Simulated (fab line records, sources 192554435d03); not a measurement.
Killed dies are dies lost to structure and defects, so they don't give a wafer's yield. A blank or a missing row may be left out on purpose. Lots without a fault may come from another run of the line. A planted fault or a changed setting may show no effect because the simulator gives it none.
Chamber matching | flow n5_finfet | N5_BEOL_M15_ETCH_59 on rie_diel-04: 4 sister chambers
The step etches BARC in N2/H2, target depth 89 nm, overetch 26.7 nm, time 67.9 s. 4 wafers are shown with their chamber, then 9 later ones without.

WAFERS WITH THEIR CHAMBER
wafer  | chamber | drypump_motor_current_A (A)
L085.4 | 2       | 6.5
L090.1 | 1       | 6.2
L090.2 | 0       | 5.5
L090.4 | 3       | 6.5

WAFERS WITHOUT THEIR CHAMBER
wafer  | drypump_motor_current_A (A)
L091.1 | 6.2
L091.2 | 5.5
L091.4 | 5.5
L092.1 | 5.4
L092.2 | 6.5
L092.6 | 6.5
L096.1 | 5.4
L096.5 | 5.4
L096.6 | 6.5

WHICH CHAMBER EACH WENT THROUGH
wafer  | from the rows above     | in truth
L091.1 | 1                       | 1
L091.2 | 0                       | 0
L091.4 | 0                       | 0
L092.1 | 0                       | 0
L092.2 | can't be placed: 2 or 3 | 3
L092.6 | can't be placed: 2 or 3 | 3
L096.1 | 0                       | 0
L096.5 | 0                       | 0
L096.6 | can't be placed: 2 or 3 | 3
Placed correctly: 6 of 9. Can't be placed from these rows: 3 (the true chamber is among the candidates in 3). Placed wrongly: 0.
How it was worked out, from the rows above alone: a wafer's distance from a chamber is the root of the sum, over the readings, of the square of ((its reading less the chamber's mean) divided by the reading's scatter). The wafer belongs to the nearest chamber; if the next one is less than 2 further off, it can't be placed. A chamber's mean is the mean of its shown wafers. The scatter: with one shown wafer a chamber, the root of the mean of the squares of how far each hidden wafer lies from its nearest shown one.
